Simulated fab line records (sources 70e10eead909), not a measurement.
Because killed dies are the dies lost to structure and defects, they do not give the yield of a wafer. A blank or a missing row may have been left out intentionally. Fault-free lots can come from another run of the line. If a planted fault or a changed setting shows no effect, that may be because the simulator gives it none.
fab line records | flow nandHarc | part 1 of 2: steps 1 to 4 of 6
record: lots: 24 | wafers: 72 | lastDay: 25
route steps=1159 shown P_M1@299 P_M2@332 P_BONDPAD@364
lots that met no fault: taken from a fault-free run of the same line
startH: hours from the record's opening day to when the first of the lot's shown wafers began | waitH: hours since the lot's step before | " as in the row above | L1.1+2: several wafers, shown together as one row | - value missing, or start not given | * or withheld: withheld | < > ~ a bound
route shown NAME@n: names a module that has steps shown in the file, with the first one's number in the route | usual: mean/standard deviation taken from wafers without a fault | same: alike in all rows | chamber/n: place in a boat | sites: the reading at each site | _std_site: the standard deviation of these | _edge_site: inner sites' mean taken away from outer sites' mean | radiusMm: how far each site lies from the wafer's centre | mask NAME#n: copy n | behind: tool/chamber where the wafer was last shaped | hold: cause of the lot's hold/its duration in hours/its outcome | device: which transistor (n, p or np) failed to switch | end of line: the route-end tests of the same wafers | where a step has no rows: the recipe by itself | killed: count of dies lost to structure and defects at first sort (not the wafer's yield) | map: a wafer's dies, x killed, . not, _ none there
set.NAME: the setting as run; set.NAME@STEP: as run at that earlier step | model.NAME: the simulator's own value behind a step, which no gauge read
steps of the route over a sample of lots; a table a step, a row a wafer
services: from which hour (startH, from the record's first day; less than 0 if before it) a tool's chamber was out of use, for how many hours, and why
== steps ==
step: NHARC_P_M1_ETCH_35
recipe: targetDepthA: 400 | overetchA: 120 | timeS: 43.94 | ionEnergyEv: 200 | n2FlowSccm: 150 | h2FlowSccm: 150 | arFlowSccm: 0 | rfW: 400 | biasW: 150 | chemistry: N2/H2
usual: drypumpMotorCurrentA: 5.5/0.53 | n2FlowSccm: 150.0/0.46 | oesProductAu: 0.997/0.012 | rfVppV: 431.7/2.4 | showerheadPlenumPTorr: 2.08/0.081 | throttleValvePct: 14.171/0.009
lot.wafer | tool       | chamber | startH | waitH | drypumpMotorCurrentA | n2FlowSccm | oesProductAu | rfHoursCounterH | rfVppV | showerheadPlenumPTorr | throttleValvePct
L074.1    | rieDiel-12 | 3       | 110.45 | 0.1   | 6.2                  | 149.6      | 0.999        | 2               | 435.1  | 2.21                  | 14.186
L074.5    | "          | 0       | "      | "     | 5.1                  | 150.1      | 1.011        | -               | 434.2  | 2.11                  | 14.183
L074.6    | "          | 1       | "      | "     | 5.2                  | 150.3      | 0.998        | -               | 432.9  | 2.14                  | 14.169
L075.2    | rieDiel-08 | 0       | 120.13 | 0.1   | 5.8                  | 149.7      | 0.966        | 9               | 430.3  | 2.06                  | 14.168
L075.1    | "          | 1       | "      | "     | 5.8                  | 150.3      | 0.975        | 9               | 427.2  | 1.92                  | 14.175
L075.3    | "          | 3       | "      | "     | 5.7                  | 150.0      | 1.009        | 9               | 430.5  | 2.06                  | 14.160
L076.3    | rieDiel-12 | 2       | 140.72 | 0.1   | 4.7                  | 149.6      | 0.995        | 3               | 430.9  | 2.03                  | 14.159
L076.1    | "          | 0       | "      | "     | 5.1                  | 150.3      | 1.014        | 3               | 433.4  | 2.11                  | 14.177
L076.5    | "          | 2       | "      | "     | 4.7                  | 149.3      | 1.001        | -               | 430.2  | 2.03                  | 14.153
L077.1    | rieDiel-09 | 2       | 141.21 | 0.1   | 5.1                  | 149.5      | 1.004        | 4               | 431.7  | 2.07                  | 14.187
L077.2    | "          | 3       | "      | "     | 6.0                  | 149.8      | 1.020        | 5               | 430.5  | 2.03                  | 14.162
L077.6    | "          | 2       | "      | "     | 5.1                  | 149.2      | 1.011        | -               | 431.7  | 2.07                  | 14.174
L079.2    | rieDiel-12 | 1       | 142.80 | 0.1   | 5.2                  | 150.5      | 1.000        | 3               | 432.9  | 2.14                  | 14.154
L079.3    | "          | 3       | "      | "     | 6.2                  | 150.3      | 0.984        | 3               | 434.9  | 2.21                  | 14.169
L079.6    | "          | 2       | "      | "     | 4.7                  | 150.7      | 1.006        | -               | 429.1  | 2.03                  | 14.163
L078.3    | rieDiel-09 | 1       | 149.56 | 0.1   | 6.3                  | 149.4      | 0.997        | 6               | 429.2  | 2.03                  | 14.171
L078.4    | "          | 0       | "      | "     | 5.3                  | 150.3      | 1.006        | 6               | 434.6  | 2.18                  | 14.161
L078.6    | "          | 1       | "      | "     | 6.3                  | 149.0      | 0.996        | -               | 429.0  | 2.03                  | 14.160
L081.3    | rieDiel-08 | 1       | 163.76 | 0.1   | 5.8                  | 150.7      | 0.992        | 2               | 426.9  | 1.92                  | 14.179
L081.4    | "          | 0       | "      | "     | 5.8                  | 149.8      | 0.980        | 2               | 431.1  | 2.05                  | 14.162
L081.6    | "          | 2       | "      | "     | 5.7                  | 150.0      | 0.989        | -               | 427.2  | 1.96                  | 14.171
L080.2    | rieDiel-12 | 1       | 163.91 | 0.1   | 5.2                  | 150.1      | 1.003        | 3               | 433.9  | 2.14                  | 14.170
L080.3    | "          | 2       | "      | "     | 4.7                  | 150.7      | 0.999        | 3               | 428.3  | 2.03                  | 14.162
L080.4    | "          | 3       | "      | "     | 6.2                  | 150.2      | 1.003        | 3               | 435.3  | 2.21                  | 14.172
L082.2    | rieDiel-12 | 2       | 174.52 | 0.1   | 4.7                  | 150.1      | 0.993        | 4               | 430.6  | 2.03                  | 14.175
L082.1    | "          | 1       | "      | "     | 5.3                  | 149.7      | 1.001        | 3               | 433.3  | 2.14                  | 14.173
L082.5    | "          | 3       | "      | "     | 6.2                  | 149.4      | 0.990        | -               | 435.2  | 2.21                  | 14.163
L083.2    | rieDiel-12 | 1       | 180.38 | 0.1   | 5.2                  | 150.8      | 0.996        | 4               | 433.4  | 2.14                  | 14.169
L083.1    | "          | 2       | "      | "     | 4.7                  | 149.8      | 1.002        | 4               | 430.0  | 2.03                  | 14.169
L083.5    | "          | 1       | "      | "     | 5.2                  | 150.6      | 0.994        | -               | 434.4  | 2.14                  | 14.158
L084.1    | rieDiel-09 | 2       | 185.92 | 0.1   | 5.1                  | 150.1      | 1.010        | 7               | 433.0  | 2.07                  | 14.171
L084.5    | "          | 3       | "      | "     | 6.0                  | 150.4      | 1.013        | -               | 429.7  | 2.03                  | 14.171
L084.6    | "          | 0       | "      | "     | 5.3                  | 150.2      | 0.992        | -               | 434.7  | 2.18                  | 14.179
L087.3    | rieDiel-12 | 0       | 214.91 | 0.1   | 5.0                  | 149.9      | 0.996        | 0               | 431.2  | 2.11                  | 14.182
L087.2    | "          | 1       | "      | "     | 5.2                  | 150.0      | 0.999        | 0               | 433.6  | 2.14                  | 14.181
L087.1    | "          | 2       | "      | "     | 4.7                  | 149.5      | 0.984        | 0               | 429.2  | 2.03                  | 14.173
L086.3    | rieDiel-08 | 3       | 215.25 | 0.1   | 5.7                  | 150.6      | 1.001        | 4               | 431.6  | 2.06                  | 14.174
L086.1    | "          | 0       | "      | "     | 5.8                  | 150.4      | 0.977        | 5               | 431.1  | 2.05                  | 14.176
L086.5    | "          | 3       | "      | "     | 5.7                  | 149.9      | 1.005        | -               | 430.8  | 2.06                  | 14.181
L085.2    | rieDiel-12 | 0       | 215.59 | 0.1   | 5.1                  | 149.7      | 1.006        | 0               | 433.5  | 2.11                  | 14.175
L085.6    | "          | 1       | "      | "     | 5.2                  | 150.2      | 0.985        | -               | 433.1  | 2.14                  | 14.167
L085.5    | "          | 2       | "      | "     | 4.7                  | 150.1      | 0.999        | -               | 430.8  | 2.02                  | 14.176
L088.1    | rieDiel-12 | 3       | 216.89 | 0.1   | 6.2                  | 149.5      | 0.986        | 0               | 436.0  | 2.21                  | 14.154
L088.4    | "          | 0       | "      | "     | 5.1                  | 149.6      | 1.018        | 0               | 432.5  | 2.11                  | 14.180
L088.2    | "          | 2       | "      | "     | 4.7                  | 150.4      | 0.996        | 0               | 431.5  | 2.03                  | 14.168
L089.3    | rieDiel-12 | 2       | 219.98 | 0.1   | 4.7                  | 150.6      | 1.002        | 0               | 428.3  | 2.03                  | 14.160
L089.6    | "          | 0       | "      | "     | 5.1                  | 149.4      | 1.002        | -               | 431.5  | 2.11                  | 14.178
L089.5    | "          | 1       | "      | "     | 5.2                  | 150.7      | 0.997        | -               | 433.1  | 2.14                  | 14.178
L090.3    | rieDiel-09 | 2       | 223.15 | 0.1   | 5.1                  | 149.7      | 0.993        | 8               | 430.8  | 2.07                  | 14.187
L090.1    | "          | 1       | "      | "     | 6.4                  | 149.4      | 0.991        | 10              | 431.4  | 2.03                  | 14.166
L090.5    | "          | 2       | "      | "     | 5.1                  | 150.1      | 0.997        | -               | 431.5  | 2.07                  | 14.174
L092.1    | rieDiel-09 | 1       | 225.87 | 0.1   | 6.4                  | 150.2      | 0.997        | 10              | 430.6  | 2.03                  | 14.177
L092.3    | "          | 2       | "      | "     | 5.1                  | 150.1      | 1.005        | 8               | 431.4  | 2.07                  | 14.170
L092.4    | "          | 3       | "      | "     | 6.0                  | 149.4      | 1.024        | 10              | 430.2  | 2.03                  | 14.147
L091.4    | rieDiel-12 | 1       | 226.78 | 0.1   | 5.2                  | 149.8      | 0.998        | -               | 434.5  | 2.14                  | 14.167
L091.6    | "          | 2       | "      | "     | 4.7                  | 149.9      | 1.007        | -               | 431.0  | 2.03                  | 14.193
L091.5    | "          | 3       | "      | "     | 6.2                  | 149.7      | 0.985        | -               | 436.1  | 2.21                  | 14.176
L094.3    | rieDiel-12 | 1       | 232.95 | 0.1   | 5.2                  | 149.6      | 0.995        | 1               | 432.9  | 2.14                  | 14.158
L094.1    | "          | 0       | "      | "     | 5.1                  | 150.2      | 1.004        | 1               | 432.6  | 2.11                  | 14.167
L094.6    | "          | 2       | "      | "     | 4.7                  | 150.5      | 1.001        | -               | 429.9  | 2.03                  | 14.166
L093.4    | rieDiel-12 | 2       | 233.25 | 0.1   | 4.7                  | 149.8      | 1.012        | 1               | 430.9  | 2.03                  | 14.162
L093.1    | "          | 0       | "      | "     | 5.0                  | 150.7      | 1.021        | 1               | 431.5  | 2.11                  | 14.180
L093.3    | "          | 1       | "      | "     | 5.2                  | 150.0      | 1.004        | 1               | 433.3  | 2.14                  | 14.174
L095.3    | rieDiel-08 | 3       | 250.32 | 0.1   | 5.7                  | 150.1      | 0.992        | 6               | 431.4  | 2.06                  | 14.172
L095.6    | "          | 3       | "      | "     | 5.7                  | 149.2      | 1.003        | -               | 431.9  | 2.06                  | 14.165
L095.5    | "          | 0       | "      | "     | 5.8                  | 149.6      | 0.980        | -               | 430.3  | 2.05                  | 14.175
L096.1    | rieDiel-08 | 3       | 250.87 | 0.1   | 5.7                  | 149.8      | 0.997        | 6               | 431.0  | 2.06                  | 14.154
L096.3    | "          | 0       | "      | "     | 5.8                  | 149.9      | 0.977        | 6               | 429.9  | 2.05                  | 14.182
L096.2    | "          | 1       | "      | "     | 5.8                  | 150.4      | 0.996        | 7               | 428.4  | 1.92                  | 14.173
L097.4    | rieDiel-08 | 2       | 260.04 | 0.1   | 5.7                  | 149.7      | 0.981        | 7               | 427.2  | 1.95                  | 14.185
L097.3    | "          | 3       | "      | "     | 5.7                  | 150.5      | 0.997        | 6               | 430.3  | 2.06                  | 14.181
L097.1    | "          | 0       | "      | "     | 5.8                  | 150.9      | 0.980        | 6               | 431.3  | 2.05                  | 14.178
step: NHARC_P_M1_INSPECT_27
usual: rawDefectCount: 325/130
lot.wafer | tool             | chamber | startH | waitH | rawDefectCount
L074.1    | defectInspect-02 | -       | 112.94 | 0.0   | 228
L074.5    | "                | -       | "      | "     | 163
L074.6    | "                | -       | "      | "     | 358
L075.1    | defectInspect-01 | -       | 122.69 | 0.0   | 495
L075.2    | "                | -       | "      | "     | 600
L075.3    | "                | -       | "      | "     | 477
L076.1    | defectInspect-02 | -       | 143.22 | 0.0   | 312
L076.3    | "                | -       | "      | "     | 320
L076.5    | "                | -       | "      | "     | 476
L077.1    | defectInspect-02 | -       | 144.22 | 0.0   | 490
L077.2    | "                | -       | "      | "     | 361
L077.6    | "                | -       | "      | "     | 375
L079.2    | defectInspect-02 | -       | 145.30 | 0.0   | 282
L079.3    | "                | -       | "      | "     | 220
L079.6    | "                | -       | "      | "     | 168
L078.3    | defectInspect-01 | -       | 152.28 | 0.0   | 319
L078.4    | "                | -       | "      | "     | 186
L078.6    | "                | -       | "      | "     | 257
L081.3    | defectInspect-02 | -       | 166.25 | 0.0   | 450
L081.4    | "                | -       | "      | "     | 766
L081.6    | "                | -       | "      | "     | 239
L080.2    | defectInspect-01 | -       | 166.40 | 0.0   | 179
L080.3    | "                | -       | "      | "     | 152
L080.4    | "                | -       | "      | "     | 311
L082.1    | defectInspect-02 | -       | 177.02 | 0.0   | 346
L082.2    | "                | -       | "      | "     | 316
L082.5    | "                | -       | "      | "     | 476
L083.1    | defectInspect-01 | -       | 182.89 | 0.0   | 160
L083.2    | "                | -       | "      | "     | 448
L083.5    | "                | -       | "      | "     | 241
L084.1    | defectInspect-01 | -       | 188.38 | 0.0   | 244
L084.5    | "                | -       | "      | "     | 283
L084.6    | "                | -       | "      | "     | 298
L087.1    | defectInspect-02 | -       | 217.40 | 0.0   | 307
L087.2    | "                | -       | "      | "     | 401
L087.3    | "                | -       | "      | "     | 309
L086.1    | defectInspect-02 | -       | 217.75 | 0.0   | 452
L086.3    | "                | -       | "      | "     | 283
L086.5    | "                | -       | "      | "     | 440
L085.2    | defectInspect-02 | -       | 218.37 | 0.0   | 321
L085.5    | "                | -       | "      | "     | 334
L085.6    | "                | -       | "      | "     | 296
L088.1    | defectInspect-02 | -       | 219.41 | 0.0   | 334
L088.2    | "                | -       | "      | "     | 329
L088.4    | "                | -       | "      | "     | 432
L089.3    | defectInspect-02 | -       | 222.53 | 0.0   | 161
L089.5    | "                | -       | "      | "     | 204
L089.6    | "                | -       | "      | "     | 144
L090.1    | defectInspect-02 | -       | 225.71 | 0.0   | 897
L090.3    | "                | -       | "      | "     | 228
L090.5    | "                | -       | "      | "     | 508
L092.1    | defectInspect-02 | -       | 228.36 | 0.0   | 370
L092.3    | "                | -       | "      | "     | 358
L092.4    | "                | -       | "      | "     | 403
L091.4    | defectInspect-02 | -       | 229.46 | 0.0   | 274
L091.5    | "                | -       | "      | "     | 195
L091.6    | "                | -       | "      | "     | 133
L094.1    | defectInspect-02 | -       | 235.57 | 0.0   | 248
L094.3    | "                | -       | "      | "     | 495
L094.6    | "                | -       | "      | "     | 281
L093.1    | defectInspect-02 | -       | 235.96 | 0.0   | 289
L093.3    | "                | -       | "      | "     | 282
L093.4    | "                | -       | "      | "     | 277
L095.3    | defectInspect-02 | -       | 252.82 | 0.0   | 228
L095.5    | "                | -       | "      | "     | 524
L095.6    | "                | -       | "      | "     | 431
L096.1    | defectInspect-02 | -       | 253.36 | 0.0   | 172
L096.2    | "                | -       | "      | "     | 219
L096.3    | "                | -       | "      | "     | 263
L097.1    | defectInspect-01 | -       | 262.55 | 0.0   | 202
L097.3    | "                | -       | "      | "     | 277
L097.4    | "                | -       | "      | "     | 287
step: NHARC_P_M2_ETCH_35
recipe: targetDepthA: 400 | overetchA: 120 | timeS: 43.94 | ionEnergyEv: 200 | n2FlowSccm: 150 | h2FlowSccm: 150 | arFlowSccm: 0 | rfW: 400 | biasW: 150 | chemistry: N2/H2
usual: drypumpMotorCurrentA: 5.8/0.6 | n2FlowSccm: 150.0/0.46 | oesProductAu: 1.000/0.011 | rfVppV: 429.7/2.2 | showerheadPlenumPTorr: 2.01/0.069 | throttleValvePct: 14.172/0.0089
lot.wafer | tool       | chamber | startH | waitH | drypumpMotorCurrentA | n2FlowSccm | oesProductAu | rfHoursCounterH | rfVppV | showerheadPlenumPTorr | throttleValvePct
L074.1    | rieDiel-13 | 1       | 114.85 | 0.1   | 5.6                  | 150.0      | 0.998        | 1               | 431.9  | 2.15                  | 14.181
L074.6    | "          | 1       | "      | "     | 5.6                  | 149.7      | 1.007        | -               | 432.6  | 2.15                  | 14.176
L074.5    | "          | 0       | "      | "     | 5.7                  | 149.5      | 1.005        | -               | 427.3  | 1.90                  | 14.174
L075.2    | rieDiel-03 | 1       | 124.26 | 0.1   | 5.4                  | 149.7      | 1.006        | 3               | 428.5  | 2.04                  | 14.164
L075.1    | "          | 2       | "      | "     | 6.0                  | 149.9      | 1.003        | 3               | 431.3  | 2.04                  | 14.176
L075.3    | "          | 3       | "      | "     | 6.9                  | 150.4      | 1.002        | 3               | 427.6  | 1.96                  | 14.163
L076.1    | rieDiel-13 | 0       | 144.80 | 0.1   | 5.7                  | 150.1      | 0.995        | 6               | 425.7  | 1.90                  | 14.174
L076.3    | "          | 1       | "      | "     | 5.6                  | 150.0      | 1.003        | 6               | 432.1  | 2.15                  | 14.176
L076.5    | "          | 0       | "      | "     | 5.7                  | 150.0      | 0.991        | -               | 426.1  | 1.90                  | 14.187
L077.2    | rieDiel-13 | 2       | 145.86 | 0.1   | 5.9                  | 150.2      | 1.005        | 4               | 429.7  | 2.03                  | 14.177
L077.1    | "          | 0       | "      | "     | 5.7                  | 150.8      | 0.985        | 6               | 427.0  | 1.89                  | 14.182
L077.6    | "          | 2       | "      | "     | 5.9                  | 150.1      | 0.996        | -               | 430.2  | 2.03                  | 14.175
L079.3    | rieDiel-03 | 0       | 146.94 | 0.1   | 4.8                  | 149.9      | 0.997        | 2               | 426.9  | 1.91                  | 14.176
L079.2    | "          | 3       | "      | "     | 6.9                  | 150.4      | 0.999        | 4               | 428.0  | 1.96                  | 14.171
L079.6    | "          | 0       | "      | "     | 4.8                  | 150.2      | 1.006        | -               | 426.8  | 1.91                  | 14.166
L078.4    | rieDiel-03 | 1       | 153.86 | 0.1   | 5.4                  | 148.8      | 1.003        | 4               | 430.5  | 2.04                  | 14.186
L078.3    | "          | 2       | "      | "     | 6.0                  | 150.4      | 0.995        | 4               | 430.4  | 2.04                  | 14.181
L078.6    | "          | 3       | "      | "     | 6.9                  | 149.8      | 1.009        | -               | 427.0  | 1.96                  | 14.164
L081.3    | rieDiel-03 | 1       | 167.92 | 0.1   | 5.4                  | 149.9      | 0.987        | 4               | 431.2  | 2.04                  | 14.178
L081.4    | "          | 2       | "      | "     | 6.0                  | 150.1      | 1.009        | 4               | 431.7  | 2.04                  | 14.167
L081.6    | "          | 0       | "      | "     | 4.8                  | 150.2      | 0.987        | -               | 426.8  | 1.91                  | 14.175
L080.2    | rieDiel-03 | 0       | 168.15 | 0.1   | 4.8                  | 149.5      | 1.009        | 3               | 426.5  | 1.91                  | 14.171
L080.3    | "          | 1       | "      | "     | 5.4                  | 150.4      | 0.987        | 4               | 431.1  | 2.04                  | 14.176
L080.4    | "          | 3       | "      | "     | 6.8                  | 149.9      | 1.000        | 5               | 426.9  | 1.96                  | 14.167
L082.2    | rieDiel-03 | 2       | 178.57 | 0.1   | 6.0                  | 149.7      | 0.993        | 5               | 432.1  | 2.04                  | 14.167
L082.1    | "          | 0       | "      | "     | 4.8                  | 149.6      | 0.994        | 3               | 428.0  | 1.91                  | 14.173
L082.5    | "          | 1       | "      | "     | 5.4                  | 150.3      | 1.003        | -               | 430.4  | 2.04                  | 14.179
L083.2    | rieDiel-03 | 0       | 184.52 | 0.2   | 4.7                  | 149.6      | 0.993        | 4               | 426.1  | 1.91                  | 14.184
L083.1    | "          | 2       | "      | "     | 6.0                  | 150.4      | 0.997        | 5               | 431.0  | 2.04                  | 14.184
L083.5    | "          | 1       | "      | "     | 5.4                  | 149.7      | 0.995        | -               | 429.6  | 2.04                  | 14.179
L084.1    | rieDiel-06 | 2       | 190.25 | 0.1   | 5.9                  | 150.5      | 0.978        | 40              | 430.9  | 2.03                  | 14.170
L084.5    | "          | 0       | "      | "     | 5.6                  | 149.7      | 0.979        | -               | 431.5  | 2.05                  | 14.181
L084.6    | "          | 1       | "      | "     | 5.1                  | 150.1      | 1.001        | -               | 429.2  | 2.03                  | 14.181
L087.2    | rieDiel-13 | 1       | 219.26 | 0.1   | 5.6                  | 150.9      | 1.014        | 22              | 433.2  | 2.14                  | 14.164
L087.1    | "          | 3       | "      | "     | 5.9                  | 150.3      | 1.001        | 17              | 431.6  | 2.07                  | 14.178
L087.3    | "          | 0       | "      | "     | 5.7                  | 150.5      | 1.000        | 13              | 425.4  | 1.89                  | 14.174
L086.1    | rieDiel-13 | 3       | 219.54 | 0.1   | 5.8                  | 149.8      | 1.001        | 17              | 432.9  | 2.07                  | 14.171
L086.3    | "          | 1       | "      | "     | 5.6                  | 150.1      | 1.014        | 22              | 434.1  | 2.15                  | 14.196
L086.5    | "          | 0       | "      | "     | 5.7                  | 149.7      | 0.993        | -               | 427.4  | 1.89                  | 14.187
L085.2    | rieDiel-13 | 3       | 220.43 | 0.3   | 5.9                  | 149.1      | 0.994        | 18              | 431.0  | 2.07                  | 14.168
L085.5    | "          | 2       | "      | "     | 5.8                  | 149.6      | 0.996        | -               | 430.1  | 2.03                  | 14.159
L085.6    | "          | 3       | "      | "     | 5.8                  | 149.7      | 0.999        | -               | 430.9  | 2.07                  | 14.160
L088.4    | rieDiel-13 | 3       | 221.04 | 0.1   | 5.9                  | 150.2      | 1.016        | 18              | 430.9  | 2.07                  | 14.159
L088.2    | "          | 1       | "      | "     | 5.6                  | 150.0      | 1.023        | 22              | 434.6  | 2.14                  | 14.155
L088.1    | "          | 2       | "      | "     | 5.8                  | 149.3      | 0.998        | 21              | 427.9  | 2.03                  | 14.184
L089.3    | rieDiel-13 | 0       | 224.19 | 0.1   | 5.7                  | 150.1      | 0.995        | 14              | 423.4  | 1.89                  | 14.173
L089.6    | "          | 2       | "      | "     | 5.9                  | 149.7      | 0.998        | -               | 431.6  | 2.03                  | 14.168
L089.5    | "          | 3       | "      | "     | 5.9                  | 149.8      | 0.991        | -               | 433.0  | 2.07                  | 14.166
L090.3    | rieDiel-03 | 3       | 227.51 | 0.1   | 6.8                  | 149.1      | 1.016        | 0               | 428.5  | 1.96                  | 14.167
L090.1    | "          | 1       | "      | "     | 5.4                  | 148.7      | 0.993        | 0               | 430.1  | 2.04                  | 14.168
L090.5    | "          | 1       | "      | "     | 5.4                  | 149.6      | 0.998        | -               | 431.2  | 2.04                  | 14.175
L092.3    | rieDiel-03 | 3       | 230.05 | 0.1   | 6.8                  | 149.3      | 1.015        | 0               | 428.0  | 1.96                  | 14.162
L092.1    | "          | 2       | "      | "     | 6.0                  | 150.5      | 0.987        | 0               | 430.0  | 2.04                  | 14.167
L092.4    | "          | 2       | "      | "     | 6.0                  | 150.4      | 0.983        | -               | 431.5  | 2.04                  | 14.169
L091.4    | rieDiel-03 | 2       | 231.20 | 0.1   | 6.0                  | 150.0      | 1.003        | -               | 430.5  | 2.04                  | 14.183
L091.5    | "          | 2       | "      | "     | 6.0                  | 150.0      | 0.993        | -               | 429.7  | 2.04                  | 14.168
L091.6    | "          | 3       | "      | "     | 6.8                  | 149.9      | 1.028        | -               | 428.4  | 1.96                  | 14.161
L094.1    | rieDiel-03 | 3       | 237.27 | 0.1   | 6.9                  | 150.0      | 1.024        | 1               | 427.0  | 1.96                  | 14.180
L094.3    | "          | 3       | "      | "     | 6.9                  | 150.0      | 1.013        | -               | 428.2  | 1.96                  | 14.178
L094.6    | "          | 2       | "      | "     | 6.0                  | 149.4      | 0.988        | -               | 428.6  | 2.04                  | 14.163
L093.1    | rieDiel-03 | 2       | 237.76 | 0.1   | 6.0                  | 149.2      | 0.995        | 1               | 429.3  | 2.04                  | 14.183
L093.4    | "          | 3       | "      | "     | 6.8                  | 150.2      | 1.014        | -               | 427.9  | 1.96                  | 14.171
L093.3    | "          | 2       | "      | "     | 6.0                  | 149.7      | 0.986        | -               | 432.2  | 2.04                  | 14.163
L095.3    | rieDiel-03 | 0       | 254.54 | 0.1   | 4.8                  | 150.3      | 0.983        | 0               | 426.8  | 1.91                  | 14.166
L095.6    | "          | 1       | "      | "     | 5.4                  | 150.8      | 0.998        | -               | 430.9  | 2.04                  | 14.196
L095.5    | "          | 0       | "      | "     | 4.8                  | 150.3      | 0.997        | -               | 426.6  | 1.91                  | 14.174
L096.2    | rieDiel-03 | 3       | 255.04 | 0.1   | 6.9                  | 149.7      | 1.021        | 2               | 427.9  | 1.96                  | 14.178
L096.1    | "          | 1       | "      | "     | 5.4                  | 149.9      | 1.005        | 1               | 430.1  | 2.04                  | 14.166
L096.3    | "          | 2       | "      | "     | 6.0                  | 149.7      | 1.002        | 2               | 430.3  | 2.04                  | 14.174
L097.1    | rieDiel-03 | 3       | 264.36 | 0.1   | 6.9                  | 150.4      | 1.011        | 2               | 428.6  | 1.96                  | 14.172
L097.3    | "          | 0       | "      | "     | 4.8                  | 149.7      | 0.987        | 0               | 426.2  | 1.91                  | 14.162
L097.4    | "          | 1       | "      | "     | 5.4                  | 150.0      | 0.987        | 1               | 431.7  | 2.04                  | 14.157
step: NHARC_P_M2_CMP_23
recipe: tOverpolishS: 20 | targetThkNm: 144.3
usual: motorCurrentA: 12.3/1.4 | slurryFilterDpKPa: 13.50/0.13 | timeToEndpointS: 28/3.6
lot.wafer | tool   | chamber | startH | waitH | motorCurrentA | slurryFilterDpKPa | timeToEndpointS
L074.1    | cmp-04 | 3       | 116.94 | -     | 10.4          | 13.46             | 25
L074.6    | "      | 1       | "      | "     | 11.7          | 13.39             | 31
L074.5    | "      | 2       | "      | "     | 12.0          | 13.49             | 29
L075.1    | cmp-03 | 0       | 126.28 | -     | 15.2          | 13.52             | 24
L075.3    | "      | 1       | "      | "     | 14.2          | 13.74             | 25
L075.2    | "      | 2       | "      | "     | 11.5          | 13.73             | 26
L076.3    | cmp-04 | 3       | 146.92 | -     | 10.2          | 13.60             | 27
L076.1    | "      | 0       | "      | "     | 9.9           | 13.37             | 20
L076.5    | "      | 1       | "      | "     | 11.3          | 13.60             | 28
L077.2    | cmp-04 | 0       | 148.29 | -     | 10.0          | 13.54             | 20
L077.1    | "      | 1       | "      | "     | 12.3          | 13.52             | 30
L077.6    | "      | 1       | "      | "     | 11.7          | 13.46             | 29
L079.2    | cmp-01 | 2       | 148.98 | -     | 12.8          | 13.57             | 29
L079.3    | "      | 0       | "      | "     | 12.1          | 13.66             | 28
L079.6    | "      | 3       | "      | "     | 11.5          | 13.69             | 33
L078.4    | cmp-04 | 0       | 155.90 | -     | 10.2          | 13.65             | 22
L078.3    | "      | 2       | "      | "     | 12.8          | 13.48             | 33
L078.6    | "      | 0       | "      | "     | 10.2          | 13.47             | 22
L081.3    | cmp-03 | 0       | 169.93 | -     | 14.9          | 13.64             | 25
L081.4    | "      | 3       | "      | "     | 12.7          | 13.50             | 27
L081.6    | "      | 0       | "      | "     | 15.8          | 13.10             | 27
L080.2    | cmp-01 | 2       | 170.34 | -     | 13.0          | 13.31             | 31
L080.4    | "      | 3       | "      | "     | 12.5          | 13.46             | 34
L080.3    | "      | 1       | "      | "     | 13.8          | 13.63             | 31
L082.1    | cmp-03 | 1       | 180.67 | -     | 13.7          | 13.72             | 27
L082.2    | "      | 2       | "      | "     | 11.7          | 13.54             | 24
L082.5    | "      | 3       | "      | "     | 12.5          | 13.57             | 27
L083.2    | cmp-03 | 2       | 186.58 | -     | 11.3          | 13.46             | 25
L083.1    | "      | 0       | "      | "     | 14.9          | 13.40             | 26
L083.5    | "      | 2       | "      | "     | 12.0          | 13.64             | 26
L084.1    | cmp-03 | 2       | 192.43 | -     | 12.0          | 13.75             | 25
L084.5    | "      | 1       | "      | "     | 14.0          | 13.41             | 27
L084.6    | "      | 2       | "      | "     | 11.4          | 13.47             | 25
L087.1    | cmp-04 | 2       | 221.40 | -     | 12.4          | 13.44             | 30
L087.2    | "      | 3       | "      | "     | 10.3          | 13.54             | 31
L087.3    | "      | 1       | "      | "     | 12.1          | 13.52             | 34
L086.3    | cmp-04 | 0       | 221.79 | -     | 10.3          | 13.44             | 22
L086.1    | "      | 1       | "      | "     | 11.7          | 13.61             | 34
L086.5    | "      | 2       | "      | "     | 12.6          | 13.63             | 35
L085.2    | cmp-01 | 0       | 222.62 | -     | 11.8          | 13.30             | 28
L085.6    | "      | 0       | "      | "     | 12.2          | 13.43             | 27
L085.5    | "      | 1       | "      | "     | 14.3          | 13.63             | 29
L088.1    | cmp-03 | 1       | 223.36 | -     | 13.3          | 13.65             | 28
L088.4    | "      | 3       | "      | "     | 12.8          | 13.59             | 28
L088.2    | "      | 0       | "      | "     | 15.1          | 13.54             | 25
L089.3    | cmp-01 | 3       | 226.36 | -     | 12.3          | 13.66             | 30
L089.5    | "      | 0       | "      | "     | 11.4          | 13.43             | 27
L089.6    | "      | 1       | "      | "     | 13.2          | 13.50             | 29
L090.1    | cmp-01 | 1       | 230.21 | -     | 14.0          | 13.58             | 29
L090.3    | "      | 3       | "      | "     | 11.9          | 13.54             | 36
L090.5    | "      | 0       | "      | "     | 11.5          | 13.75             | 29
L092.1    | cmp-04 | 3       | 232.35 | -     | 10.9          | 13.42             | 26
L092.4    | "      | 1       | "      | "     | 11.9          | 13.60             | 31
L092.3    | "      | 2       | "      | "     | 12.8          | 13.60             | 27
L091.4    | cmp-04 | 2       | 233.52 | -     | 12.5          | 13.57             | 29
L091.6    | "      | 0       | "      | "     | 10.4          | 13.20             | 20
L091.5    | "      | 1       | "      | "     | 11.4          | 13.51             | 32
L094.3    | cmp-01 | 1       | 239.46 | -     | 13.5          | 13.60             | 32
L094.1    | "      | 3       | "      | "     | 11.9          | 13.54             | 37
L094.6    | "      | 1       | "      | "     | 13.6          | 13.39             | 33
L093.1    | cmp-03 | 2       | 240.04 | -     | 11.8          | 13.35             | 29
L093.3    | "      | 3       | "      | "     | 12.2          | 13.55             | 27
L093.4    | "      | 0       | "      | "     | 15.4          | 13.56             | 26
L095.3    | cmp-04 | 1       | 256.59 | -     | 12.6          | 13.52             | 33
L095.5    | "      | 1       | "      | "     | 11.8          | 13.51             | 31
L095.6    | "      | 2       | "      | "     | 11.9          | 13.26             | 29
L096.1    | cmp-01 | 0       | 257.07 | -     | 12.1          | 13.46             | 27
L096.2    | "      | 1       | "      | "     | 13.7          | 13.54             | 27
L096.3    | "      | 3       | "      | "     | 11.9          | 13.38             | 30
L097.3    | cmp-01 | 0       | 266.40 | -     | 11.5          | 13.59             | 30
L097.4    | "      | 1       | "      | "     | 14.1          | 13.77             | 32
L097.1    | "      | 2       | "      | "     | 12.4          | 13.53             | 34
